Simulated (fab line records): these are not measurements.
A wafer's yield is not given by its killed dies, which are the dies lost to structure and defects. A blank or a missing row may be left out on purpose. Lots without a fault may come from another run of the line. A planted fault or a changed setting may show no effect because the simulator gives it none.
Matching of chambers | flow n5 finfet | 4 sister chambers for N5_BEOL_M6_DESCUM_16 on rie diel-05
The step chemistry O2, time 7.9 s. 16 wafers are shown with their chamber, then 8 later ones without.

## EACH WAFER AND ITS CHAMBER
wafer  | chamber | showerhead plenum p Torr (Torr) | throttle valve pct (%) | oes product au (a.u.)
L077.4 | 0       | 2.00                            | 20.56                  | 0.71
L077.5 | 1       | 2.15                            | 20.68                  | 0.91
L077.6 | 0       | 2.00                            | 20.55                  | 0.71
L079.2 | 0       | 2.00                            | 20.55                  | 0.71
L079.3 | 1       | 2.15                            | 20.67                  | 0.91
L079.6 | 3       | 2.10                            | 20.91                  | 0.70
L085.1 | 2       | 2.13                            | 20.77                  | 0.72
L085.3 | 3       | 2.09                            | 20.94                  | 0.69
L085.4 | 0       | 1.99                            | 20.59                  | 0.70
L090.2 | 1       | 2.14                            | 20.72                  | 0.86
L090.4 | 3       | 2.09                            | 20.95                  | 0.68
L090.5 | 0       | 1.99                            | 20.59                  | 0.69
L092.1 | 2       | 2.13                            | 20.77                  | 0.72
L092.4 | 0       | 1.99                            | 20.61                  | 0.69
L092.6 | 0       | 1.99                            | 20.60                  | 0.69
L093.1 | 1       | 2.14                            | 20.71                  | 0.85

SIGNATURES, as means of the wafers listed above
reading                  | chamber 0 | chamber 1 | chamber 2 | chamber 3 | scatter within a chamber
showerhead plenum p Torr | 1.9943    | 2.1450    | 2.1300    | 2.0933    | 0.00531
throttle valve pct       | 20.5786   | 20.6950   | 20.7700   | 20.9333   | 0.0228
oes product au           | 0.7000    | 0.8825    | 0.7200    | 0.6900    | 0.018
Rule: a wafer lies at a distance from a chamber equal to the root of the sum of squares, over the readings, of (its reading less the chamber's mean, divided by the reading's scatter). If the next closest chamber is less than 2 further off than the closest, the wafer can't be placed; otherwise it belongs to the closest. How the scatter is found: for the shown wafers, subtract from each reading the mean of its chamber, square and add these, divide the total by (wafers less chambers), then take the root.

## WAFERS WITH NO CHAMBER GIVEN
wafer  | showerhead plenum p Torr (Torr) | throttle valve pct (%) | oes product au (a.u.)
L093.3 | 1.99                            | 20.61                  | 0.70
L093.4 | 2.09                            | 20.95                  | 0.68
L095.4 | 2.13                            | 20.78                  | 0.71
L095.5 | 2.13                            | 20.75                  | 0.85
L095.6 | 2.13                            | 20.78                  | 0.71
L096.4 | 2.13                            | 20.79                  | 0.71
L096.5 | 1.98                            | 20.60                  | 0.68
L096.6 | 2.09                            | 20.97                  | 0.68

## THE CHAMBER EACH PASSED THROUGH
wafer  | from the rows above | in truth
L093.3 | 0                   | 0
L093.4 | 3                   | 3
L095.4 | 2                   | 2
L095.5 | 1                   | 1
L095.6 | 2                   | 2
L096.4 | 2                   | 2
L096.5 | 0                   | 0
L096.6 | 3                   | 3
8 of 8 placed correctly. Can't be placed from these rows: 0. Wrongly placed: 0.
